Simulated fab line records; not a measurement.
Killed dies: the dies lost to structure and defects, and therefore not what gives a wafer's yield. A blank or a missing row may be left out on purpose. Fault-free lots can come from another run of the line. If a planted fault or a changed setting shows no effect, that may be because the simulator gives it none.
Struck lot and sound lot, side by side	flow n5-finfet	17 steps out of a route of 1938
Sound: wafers L412.2, L412.3, L412.5. Wafers struck: L423.1, L423.3, L423.5. The cause is given at the end.
Order at every step that has rows: each side's tool, ch and its chambers, its first start. Under that, the readings that differ: sound wafers	struck wafers	difference of the means	sigmas: that difference in standard deviations of wafers without a fault.
alike: same words and numbers on both sides, and readings whose means sit less than 2 such deviations apart. not compared: any withheld reading, any reading some wafer has no value for, any bound like >300 that may hide the same value, and any number with overlapping values for which the record gives no deviation.
A row with sigmas, a row that says differs or no value, or rows on one side alone: a step with any of these is where the two part. When numbers do not overlap yet have no deviation, they are printed without sigmas and do not part them. Lack of a reading on every wafer of one side parts them only where that side has two or more wafers.

N5_BEOL_M4_ANNEAL_82: time 240 s.
  sound: pvd-sputter-03 at day 7 19:51; struck: pvd-sputter-02 at day 10 14:31
  alike: heater-power-w
then, 3 steps without rows for these wafers: N5_BEOL_M4_SPUTTER_86 (material Cu, target thk 4.5 nm, time 8.29 s); N5_BEOL_M4_ANNEAL_87 (time 240 s); N5_BEOL_M4_SPUTTER_88 (material Cu, target thk 4.5 nm, time 8.29 s).
N5_BEOL_M4_ANNEAL_89: time 240 s.
  sound: pvd-sputter-03 at day 7 20:17; struck: pvd-sputter-02 at day 10 14:57
  alike: heater-power-w
N5_BEOL_M4_SPUTTER_90: material Cu, target thk 4.5 nm, time 8.29 s.
  sound: pvd-sputter-03 at day 7 20:26; struck: pvd-sputter-02 at day 10 15:05
  alike: chamber-pressure-pa, throttle-valve-pct
then, 1 step without rows for these wafers: N5_BEOL_M4_ANNEAL_91 (time 240 s).
N5_BEOL_M4_SPUTTER_92: material Cu, target thk 4.5 nm, time 8.29 s.
  sound: pvd-sputter-03 at day 7 20:39; struck: pvd-sputter-02 at day 10 15:19
  alike: chamber-pressure-pa, throttle-valve-pct
then, 3 steps without rows for these wafers: N5_BEOL_M4_ANNEAL_93 (time 240 s); N5_BEOL_M4_SPUTTER_94 (material Cu, target thk 4.5 nm, time 8.29 s); N5_BEOL_M4_ANNEAL_95 (time 240 s).
N5_BEOL_M4_SPUTTER_96: material Cu, target thk 4.5 nm, time 8.29 s.
  sound: pvd-sputter-03 at day 7 21:05; struck: pvd-sputter-02 at day 10 15:45
  alike: chamber-pressure-pa, throttle-valve-pct
N5_BEOL_M4_ECD_50: material Cu, target thk 300 nm.
  sound on ecd-cu-01 ch 0,1, day 7 21:13; struck on ecd-cu-02 ch 1, day 10 15:52
reading	sound	struck	difference	sigmas
model.Cu_of_BEOL_M4_ECD_50.thk-nm (nm)	297 298.4 298	511.6 515.4 513.8	+215.8	
then, 1 step without rows for these wafers: N5_BEOL_M4_ANNEAL_51 (time 90 s).
N5_BEOL_M4_CMP_52: polishes, stops on SiOC, t overpolish 6.8 s, target thk 40 nm.
  sound on cmp-01 ch 0,1,2, day 7 21:37; struck on cmp-04 ch 0,2, day 10 16:19
reading	sound	struck	difference	sigmas
time-to-endpoint-s (s)	67 67 65	111 105 109	+42	+13
  alike: motor-current-A
N5_BEOL_M4_THK_MEAS_53: measures by xrf.
  sound: film-metro-02 at day 7 21:53; struck: film-metro-01 at day 10 16:37
  alike: M4_THK
N5_BEOL_M4_RC_MEAS_101:
  sound on prober-01 ch 0, day 7 22:24; struck on prober-02 ch 0, day 10 17:20
  alike: DIBL_N, DIBL_P, IOFF_N, IOFF_P, ION_N, ION_P, SS_N, SS_P, VT_N, VT_P

== WHERE THEY PART ==
Within this record, at N5_BEOL_M4_CMP_52 only. Later steps at which nothing parts them and some readings are alike: N5_BEOL_M4_THK_MEAS_53, N5_BEOL_M4_RC_MEAS_101.

WHY: what the simulator had put in
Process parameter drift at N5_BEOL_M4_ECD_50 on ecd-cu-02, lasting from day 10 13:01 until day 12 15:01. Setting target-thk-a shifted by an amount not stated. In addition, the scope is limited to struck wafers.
